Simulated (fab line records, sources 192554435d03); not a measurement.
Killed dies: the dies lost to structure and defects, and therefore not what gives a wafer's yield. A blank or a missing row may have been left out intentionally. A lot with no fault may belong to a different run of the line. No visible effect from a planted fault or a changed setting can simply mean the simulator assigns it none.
Comparing a struck lot with a sound one    flow n5_finfet    15 steps out of a route of 1938
Sound: wafers L527.2, L527.5. Struck: wafers L546.1, L546.2, L546.4. The cause is named last.
Each step with rows lists, per side, the tool, then ch with its chambers, then its first start. Under that, the readings that differ: sound wafers    struck wafers    difference of the means    sigmas: that difference in standard deviations of wafers without a fault.
alike: readings with means less than 2 such deviations apart, plus words and numbers identical on both sides. not compared: withheld readings, readings lacking a value on some wafer, bounds such as >300 that could conceal the same value, and numbers that have no deviation in the record and whose values overlap.
Wherever a step has rows on one side only, a row that says differs or no value, or a row with sigmas, the two part there. When numbers do not overlap yet have no deviation, they are printed without sigmas and do not part them. A reading that every wafer of one side lacks parts them only if that side has two wafers or more.

N5_BEOL_M9_OVL_MEAS_12:
  sound on overlay-01 ch 0, day 9 13:29; struck on overlay-02 ch 0, day 15 20:42
  alike: M9_OVL
N5_BEOL_M9_INSPECT_13: inspects for defects (brightfield).
  struck on defect_inspect-02, day 15 20:43; sound on defect_inspect-01, day 9 13:31
  alike: raw_defect_count
N5_BEOL_M9_DESCUM_16: chemistry O2, time 7.9 s.
  sound on rie_diel-06 ch 0,2, day 9 13:32; struck on rie_diel-04 ch 0,1,2, day 15 20:45
  alike: drypump_motor_current_A, oes_product_au, rf_vpp_V, showerhead_plenum_p_Torr, throttle_valve_pct
  not compared: rf_hours_counter_h
N5_BEOL_M9_ETCH_61: etches SiARC in CF4, target depth 39 nm, time 65 s.
  sound on rie_diel-06 ch 0,2, day 9 13:35; struck on rie_diel-04 ch 0,1,2, day 15 20:47
  alike: drypump_motor_current_A, etch_rf_on_time_s, oes_product_au, rf_vpp_V, showerhead_plenum_p_Torr, throttle_valve_pct
  not compared: rf_hours_counter_h
N5_BEOL_M9_ETCH_62: etches SOC in N2/H2, target depth 110 nm, overetch 22 nm, time 165 s.
  sound on rie_diel-06 ch 0,2, day 9 13:38; struck on rie_diel-04 ch 0,1,2, day 15 20:50
  alike: drypump_motor_current_A, oes_product_au, rf_vpp_V, showerhead_plenum_p_Torr, throttle_valve_pct
  not compared: rf_hours_counter_h
then, 2 steps without rows for these wafers: N5_BEOL_M9_STRIP_68 (strips in N2/H2); N5_BEOL_M9_STRIP_67 (strips in CF4).
N5_BEOL_M9_HM_OPEN_17: chemistry Cl2/BCl3, target TiN, target depth 20 nm, overetch 6 nm.
  sound on rie_metal-02 ch 1, day 9 13:49; struck on rie_metal-01 ch 0,1, day 15 21:02
  alike: drypump_motor_current_A, oes_product_au, throttle_valve_pct
  not compared: rf_hours_counter_h
N5_BEOL_M9_STRIP_19: strips in O2.
  sound on rie_diel-02 ch 2, day 9 13:56; struck on rie_diel-04 ch 0,1,3, day 15 21:08
reading                sound      struck          difference  sigmas
oes_product_au (a.u.)  0.94 0.93  0.75 0.71 0.79  -0.19       -3
  alike: drypump_motor_current_A, rf_vpp_V, showerhead_plenum_p_Torr, throttle_valve_pct
  not compared: rf_hours_counter_h
N5_BEOL_M9_CD_MEAS_18: pitch 140 nm, target cd 70 nm.
  struck on cd_sem-03, day 15 21:13; sound on cd_sem-01, day 9 14:00
  alike: cd_nm
then, 2 steps without rows for these wafers: N5_BEOL_M9_COAT_63 (time 60 s, resist thk 60 nm); N5_BEOL_M9_COAT_64 (time 60 s, resist thk 12 nm).
N5_BEOL_M9_COAT_75: time 60 s, resist thk 5 nm.
  sound on litho_track-04 ch 0, day 9 16:17; struck on litho_track-04 ch 0, day 15 23:00
reading                   sound        struck             difference  sigmas
heater_power_total_W (W)  392.0 390.3  464.1 462.6 462.0  +71.8       +55
run_length_s (s)          66.07 66.33  51.30 51.29 51.60  -14.80      -93
then, 1 step without rows for these wafers: N5_BEOL_M9_COAT_22 (resist thk 30 nm).
-- record jumps: 3 days separate the struck wafers' starts on either side; left off in module BEOL_M9, taken up again in module PASSIVATION, whose first shown step is the route's number 1936 --
N5_PASSIVATION_PROBE_49:
  struck on prober-02, day 18 13:05; sound on prober-02, day 12 01:37
  alike: defect_limited_yield, killed_at_M0_to_M3, killed_at_M4_up, killed_at_contacts, killed_at_front_end, killed_at_other, killed_dies, killed_open, killed_short, sort_bin_5_function, sort_bin_6_memory, sort_n_pass, sort_yield_pct

WHERE THEY PART
First at N5_BEOL_M9_STRIP_19; last, within this record, at N5_BEOL_M9_COAT_75. Later steps at which nothing parts them and some readings are alike: N5_PASSIVATION_PROBE_49.

WHY: whatever the simulator had introduced
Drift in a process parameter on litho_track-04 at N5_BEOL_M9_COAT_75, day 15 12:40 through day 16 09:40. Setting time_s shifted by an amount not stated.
